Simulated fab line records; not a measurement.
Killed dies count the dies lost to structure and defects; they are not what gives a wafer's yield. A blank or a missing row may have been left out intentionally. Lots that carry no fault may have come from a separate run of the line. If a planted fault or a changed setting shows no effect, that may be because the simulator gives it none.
One fault through the eyes of 2 desks + flow n5-finfet + what lay behind the numbers comes last; until then each desk has only its own

## AT THE METROLOGY DESK
What the gauges read, lot by lot, whatever tool the lot ran on: means of the sampled wafers that have a number. The brackets show how far a lot's mean lies from the usual mean; more than 4 standard deviations puts the lot out of limits, marked OUT. Shown here are 7 of its 10 readings, the ones lying furthest out on some lot.
Columns: A = DIBL_P at N5_BEOL_M4_RC_MEAS_101, usual 36.4 mV/V; B = IOFF_N at N5_BEOL_M4_RC_MEAS_101, usual 0.164 nA/um; C = IOFF_P at N5_BEOL_M4_RC_MEAS_101, usual 0.214 nA/um; D = ION_N at N5_BEOL_M4_RC_MEAS_101, usual 675 uA/um; E = ION_P at N5_BEOL_M4_RC_MEAS_101, usual 463 uA/um; F = SS_N at N5_BEOL_M4_RC_MEAS_101, usual 71.5 mV/dec; G = VT_P at N5_BEOL_M4_RC_MEAS_101, usual -250.1 mV
| lot  | first seen here | A    | B     | C     | D   | E   | F    | G      |
|------|-----------------|------|-------|-------|-----|-----|------|--------|
| L843 | day 7 20:11     | 36.1 | 0.146 | 0.181 | 671 | 454 | 70.9 | -255.4 |
| L845 | day 8 12:26     | 37.2 | 0.166 | 0.217 | 682 | 468 | 71.5 | -249.9 |
| L846 | day 8 15:07     | 35.5 | 0.133 | 0.159 | 661 | 447 | 71.4 | -255.2 |
| L847 | day 8 21:29     | 34.9 | 0.151 | 0.198 | 673 | 461 | 70.9 | -251.4 |
| L848 | day 9 03:50     | 35.1 | 0.167 | 0.204 | 680 | 462 | 71.6 | -251.4 |
| L849 | day 9 12:56     | 38.4 | 0.170 | 0.234 | 677 | 464 | 72.2 | -249.5 |
| L851 | day 9 21:47     | 38.1 | 0.154 | 0.248 | 668 | 466 | 71.7 | -245.5 |
| L861 | day 12 12:46    | 36.8 | 0.173 | 0.231 | 677 | 467 | 72.1 | -248.3 |
| L863 | day 13 00:23    | 37.2 | 0.154 | 0.211 | 673 | 464 | 71.8 | -250.9 |
| L866 | day 13 15:23    | 36.7 | 0.174 | 0.218 | 676 | 460 | 71.4 | -250.6 |
Result from this desk: across the 10 lots, nothing is out of limits.

## TOOL OWNER'S DESK, litho-track-02
The tool's own readings at N5_BEOL_M3_COAT_62 (time 60 s, resist thk 12 nm): means of the sampled wafers that have a number, for each lot that ran on this tool. The brackets show how far a lot's mean lies from the usual mean; more than 4 standard deviations puts the lot out of limits, marked OUT.
Columns: A = resist-line-temp-C at N5_BEOL_M3_COAT_62, usual 22.98 C; B = spin-speed-rpm at N5_BEOL_M3_COAT_62, usual 1500.4 rpm
| lot  | first seen here | A     | B                |
|------|-----------------|-------|------------------|
| L845 | day 7 15:08     | 22.88 | 1500.1           |
| L847 | day 7 16:45     | 22.95 | 1500.9           |
| L848 | day 8 10:16     | 23.04 | 1500.0           |
| L849 | day 8 17:16     | 22.94 | 1466.8 (-38) OUT |
| L851 | day 8 20:43     | 22.93 | 1467.6 (-37) OUT |
| L863 | day 11 19:50    | 23.00 | 1499.5           |
| L866 | day 12 17:29    | 22.85 | 1500.3           |
This desk's verdict: out of limits on L849, L851, starting with L849 at day 8 17:16 (spin-speed-rpm at N5_BEOL_M3_COAT_62). Within limits: L845, L847, L848, L863, L866.

## BROUGHT TOGETHER
On L849, L851, at day 8 17:16, an alarm was possible from the tool owner's desk.
Metrology desk: nothing out of limits seen.
The metrology desk has L849, L851 on record, within its limits.
On litho-track-02, each named lot ran N5_BEOL_M3_COAT_62.

## WHAT THE SIMULATOR HAD PUT IN
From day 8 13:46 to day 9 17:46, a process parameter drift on litho-track-02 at N5_BEOL_M3_COAT_62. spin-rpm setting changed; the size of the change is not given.
Struck lots among those shown: L849, L851.
Hours from the fault's start to each desk's first reading out of limits: the tool owner's desk, 3.
